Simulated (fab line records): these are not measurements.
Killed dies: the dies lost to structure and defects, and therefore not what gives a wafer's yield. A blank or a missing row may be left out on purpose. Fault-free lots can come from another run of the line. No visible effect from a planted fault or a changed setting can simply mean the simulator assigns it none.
Matching of chambers / flow nand-harc / 4 sister chambers for NHARC_A_CONTACT_ETCH_106 on rie-diel-02
The step etches the open film in CF4/O2, target depth 60 nm, overetch 6 nm, time 33 s. 20 wafers are shown with their chamber, then 10 later ones without.

## WAFERS WITH THEIR CHAMBER
wafer=L076.2; chamber=2; showerhead-plenum-p-Torr (Torr)=1.25; rf-vpp-V (V)=195.7; oes-product-au (a.u.)=0.997
wafer=L076.3; chamber=0; showerhead-plenum-p-Torr (Torr)=1.41; rf-vpp-V (V)=199.3; oes-product-au (a.u.)=1.004
wafer=L076.5; chamber=0; showerhead-plenum-p-Torr (Torr)=1.41; rf-vpp-V (V)=199.8; oes-product-au (a.u.)=1.000
wafer=L078.3; chamber=3; showerhead-plenum-p-Torr (Torr)=1.39; rf-vpp-V (V)=199.4; oes-product-au (a.u.)=1.005
wafer=L078.5; chamber=3; showerhead-plenum-p-Torr (Torr)=1.39; rf-vpp-V (V)=200.2; oes-product-au (a.u.)=1.001
wafer=L078.6; chamber=0; showerhead-plenum-p-Torr (Torr)=1.41; rf-vpp-V (V)=200.2; oes-product-au (a.u.)=1.006
wafer=L079.1; chamber=1; showerhead-plenum-p-Torr (Torr)=1.36; rf-vpp-V (V)=197.8; oes-product-au (a.u.)=0.985
wafer=L079.2; chamber=0; showerhead-plenum-p-Torr (Torr)=1.41; rf-vpp-V (V)=199.1; oes-product-au (a.u.)=1.009
wafer=L079.3; chamber=3; showerhead-plenum-p-Torr (Torr)=1.39; rf-vpp-V (V)=198.7; oes-product-au (a.u.)=1.001
wafer=L083.2; chamber=0; showerhead-plenum-p-Torr (Torr)=1.41; rf-vpp-V (V)=200.3; oes-product-au (a.u.)=0.997
wafer=L083.3; chamber=2; showerhead-plenum-p-Torr (Torr)=1.24; rf-vpp-V (V)=195.2; oes-product-au (a.u.)=1.008
wafer=L083.4; chamber=3; showerhead-plenum-p-Torr (Torr)=1.39; rf-vpp-V (V)=198.8; oes-product-au (a.u.)=0.993
wafer=L086.1; chamber=3; showerhead-plenum-p-Torr (Torr)=1.39; rf-vpp-V (V)=198.8; oes-product-au (a.u.)=1.004
wafer=L086.3; chamber=1; showerhead-plenum-p-Torr (Torr)=1.36; rf-vpp-V (V)=198.6; oes-product-au (a.u.)=0.995
wafer=L086.5; chamber=2; showerhead-plenum-p-Torr (Torr)=1.24; rf-vpp-V (V)=195.2; oes-product-au (a.u.)=1.005
wafer=L090.1; chamber=1; showerhead-plenum-p-Torr (Torr)=1.36; rf-vpp-V (V)=197.9; oes-product-au (a.u.)=0.986
wafer=L090.2; chamber=3; showerhead-plenum-p-Torr (Torr)=1.39; rf-vpp-V (V)=198.6; oes-product-au (a.u.)=0.995
wafer=L090.3; chamber=2; showerhead-plenum-p-Torr (Torr)=1.24; rf-vpp-V (V)=196.8; oes-product-au (a.u.)=0.999
wafer=L094.1; chamber=3; showerhead-plenum-p-Torr (Torr)=1.39; rf-vpp-V (V)=200.1; oes-product-au (a.u.)=0.989
wafer=L094.3; chamber=1; showerhead-plenum-p-Torr (Torr)=1.36; rf-vpp-V (V)=198.6; oes-product-au (a.u.)=0.982

SIGNATURES (means of the wafers above)
reading=showerhead-plenum-p-Torr; chamber 0=1.4100; chamber 1=1.3600; chamber 2=1.2425; chamber 3=1.3900; scatter within a chamber=0.00217
reading=rf-vpp-V; chamber 0=199.740; chamber 1=198.225; chamber 2=195.725; chamber 3=199.229; scatter within a chamber=0.622
reading=oes-product-au; chamber 0=1.00320; chamber 1=0.98700; chamber 2=1.00225; chamber 3=0.99829; scatter within a chamber=0.00548
Rule: a wafer lies at a distance from a chamber equal to the root of the sum of squares, over the readings, of (its reading less the chamber's mean, divided by the reading's scatter). If the next closest chamber is less than 2 further off than the closest, the wafer can't be placed; otherwise it belongs to the closest. How the scatter is found: for the shown wafers, subtract from each reading the mean of its chamber, square and add these, divide the total by (wafers less chambers), then take the root.

## WAFERS MISSING THEIR CHAMBER
wafer=L094.5; showerhead-plenum-p-Torr (Torr)=1.39; rf-vpp-V (V)=198.5; oes-product-au (a.u.)=0.987
wafer=L092.1; showerhead-plenum-p-Torr (Torr)=1.40; rf-vpp-V (V)=198.9; oes-product-au (a.u.)=0.994
wafer=L092.2; showerhead-plenum-p-Torr (Torr)=1.39; rf-vpp-V (V)=198.7; oes-product-au (a.u.)=0.994
wafer=L092.6; showerhead-plenum-p-Torr (Torr)=1.36; rf-vpp-V (V)=199.8; oes-product-au (a.u.)=0.991
wafer=L097.2; showerhead-plenum-p-Torr (Torr)=1.38; rf-vpp-V (V)=198.4; oes-product-au (a.u.)=0.995
wafer=L097.3; showerhead-plenum-p-Torr (Torr)=1.36; rf-vpp-V (V)=197.5; oes-product-au (a.u.)=0.999
wafer=L097.6; showerhead-plenum-p-Torr (Torr)=1.24; rf-vpp-V (V)=195.5; oes-product-au (a.u.)=1.007
wafer=L096.1; showerhead-plenum-p-Torr (Torr)=1.39; rf-vpp-V (V)=197.9; oes-product-au (a.u.)=0.994
wafer=L096.3; showerhead-plenum-p-Torr (Torr)=1.40; rf-vpp-V (V)=199.9; oes-product-au (a.u.)=1.000
wafer=L096.4; showerhead-plenum-p-Torr (Torr)=1.36; rf-vpp-V (V)=197.1; oes-product-au (a.u.)=0.996

## EACH ONE'S CHAMBER
wafer=L094.5; from the rows above=3; in truth=3
wafer=L092.1; from the rows above=can't be placed: 3 or 0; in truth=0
wafer=L092.2; from the rows above=3; in truth=3
wafer=L092.6; from the rows above=1; in truth=1
wafer=L097.2; from the rows above=3; in truth=3
wafer=L097.3; from the rows above=1; in truth=1
wafer=L097.6; from the rows above=2; in truth=2
wafer=L096.1; from the rows above=3; in truth=3
wafer=L096.3; from the rows above=can't be placed: 0 or 3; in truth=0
wafer=L096.4; from the rows above=1; in truth=1
Correctly placed: 8 of 10. Unplaceable from these rows: 2, with the true chamber sitting among the candidates in 2. 0 placed wrongly.
